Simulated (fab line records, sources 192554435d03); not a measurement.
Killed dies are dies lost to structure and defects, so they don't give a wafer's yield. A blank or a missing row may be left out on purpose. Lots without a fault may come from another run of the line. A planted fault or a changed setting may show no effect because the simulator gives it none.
Split-lot experiment | flow n5_finfet | 7 lots, 39 wafers read, on a route of 1938 steps

THE SPLIT
At N5_MOL_CONTACT_COAG_ETCH_67 (etches SOC in N2/H2, target depth 60 nm, overetch 21 nm, time 101.2 s), the setting source_w was moved away from the recipe's 840 W on 15 of the 39 wafers read, by -12.9% to +10.4%. The other wafers ran this setting at the recipe's value.

The reading is taken at the split's own step.

THE READING
rf_vpp_V, in V, at N5_MOL_CONTACT_COAG_ETCH_67 (etches SOC in N2/H2, target depth 60 nm, overetch 21 nm, time 101.2 s). Fault-free wafers of this fab line usually give 524.3 V, standard deviation 2.6 V.

wafer  | tool, chamber at the split | source_w as run, W | against the recipe | rf_vpp_V, V | against lot-mates on the recipe
L074.1 | rie_diel-06, 0             | 927.5              | +10.4%             | 508.7       | -13.9
L074.2 | rie_diel-06, 3             | 927.5              | +10.4%             | 505.0       | -17.6
L074.3 | rie_diel-06, 2             | 840                | recipe             | 521.0       | -
L074.4 | rie_diel-06, 1             | 840                | recipe             | 524.7       | -
L074.5 | rie_diel-06, 0             | 927.5              | +10.4%             | 510.7       | -11.9
L074.6 | rie_diel-06, 3             | 840                | recipe             | 522.1       | -
L078.1 | rie_diel-01, 0             | 840                | recipe             | 523.7       | -
L078.2 | rie_diel-01, 1             | 840                | recipe             | 522.3       | -
L078.3 | rie_diel-01, 2             | 840                | recipe             | 527.1       | -
L078.4 | rie_diel-01, 3             | 840                | recipe             | 528.2       | -
L078.5 | rie_diel-01, 1             | 840                | recipe             | 520.4       | -
L078.6 | rie_diel-01, 0             | 840                | recipe             | 523.8       | -
L079.1 | rie_diel-01, 3             | 840                | recipe             | 528.0       | -
L079.2 | rie_diel-01, 0             | 840                | recipe             | 523.8       | -
L079.3 | rie_diel-01, 2             | 758                | -9.8%              | 544.6       | +19.3
L079.4 | rie_diel-01, 1             | 758                | -9.8%              | 542.2       | +16.9
L079.5 | rie_diel-01, 0             | 840                | recipe             | 524.2       | -
L079.6 | rie_diel-01, 1             | 758                | -9.8%              | 541.1       | +15.8
L083.1 | rie_diel-06, 0             | 791.6              | -5.8%              | 537.7       | +16.9
L083.2 | rie_diel-06, 3             | 840                | recipe             | 521.0       | -
L083.3 | rie_diel-06, 1             | 791.6              | -5.8%              | 535.4       | +14.6
L083.4 | rie_diel-06, 2             | 840                | recipe             | 520.2       | -
L083.5 | rie_diel-06, 3             | 840                | recipe             | 521.3       | -
L083.6 | rie_diel-06, 0             | 791.6              | -5.8%              | 536.1       | +15.3
L087.1 | rie_diel-01, 0             | 731.4              | -12.9%             | 548.3       | +22.5
L087.2 | rie_diel-01, 1             | 840                | recipe             | 522.6       | -
L087.3 | rie_diel-01, 3             | 840                | recipe             | 528.1       | -
L087.4 | rie_diel-01, 2             | 731.4              | -12.9%             | 552.3       | +26.5
L087.5 | rie_diel-01, 3             | 840                | recipe             | 526.6       | -
L087.6 | rie_diel-01, 0             | 731.4              | -12.9%             | 548.0       | +22.2
L088.2 | rie_diel-01, 2             | 840                | recipe             | 528.7       | -
L088.4 | rie_diel-01, 1             | 840                | recipe             | 523.0       | -
L088.5 | rie_diel-01, 0             | 840                | recipe             | 523.5       | -
L095.1 | rie_diel-03, 1             | 739.4              | -12.0%             | 543.1       | +17.6
L095.2 | rie_diel-03, 3             | 840                | recipe             | 527.1       | -
L095.3 | rie_diel-03, 2             | 739.4              | -12.0%             | 540.8       | +15.3
L095.4 | rie_diel-03, 0             | 739.4              | -12.0%             | 547.7       | +22.2
L095.5 | rie_diel-03, 3             | 840                | recipe             | 524.8       | -
L095.6 | rie_diel-03, 0             | 840                | recipe             | 524.6       | -

THE FIT
A straight line over all 39 wafers: rf_vpp_V changes by -1.76 V for each +1% of source_w; r = -0.97; the points scatter about the line by 2.7 V.
The same after taking each lot's own level away (the mean of its wafers on the recipe; 39 wafers): -1.67 V for each +1%; r = -0.96; scatter 2.8 V.
On that fit, the largest move of source_w shifts the reading by 22 V.
The lots' own levels span 520.83 to 525.77 V, that is 1.9 times the standard deviation above.
So the lot-to-lot level changes the slope little: the two slopes agree.
Check: with one of the wafers moved furthest among these (-12.9%) left out of the fit, the line predicts +22.3 V for it against its lot-mates. It came out at +22.5 V against them.
Tool readings at the split's step, against how far the setting was moved: rf_vpp_V r = -0.97.

OTHER SPLITS ON THESE WAFERS
These wafers also went through other splits before the reading. Each is held against what the fit with the lots' levels taken away leaves over:
other split on the same wafers               | wafers away from the commonest value | r with rf_vpp_V (lot level and that fit taken away)
N5_DUMMY_GATE_ETCH_42 bias_w                 | 15                                   | -0.23
N5_MOL_CONTACT_COAG_CONTACT_ETCH_14 source_w | 9                                    | -0.08

THE FILE'S OWN FIT
rf_vpp_V changes by -1.71 V for each +1% of source_w, r = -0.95.
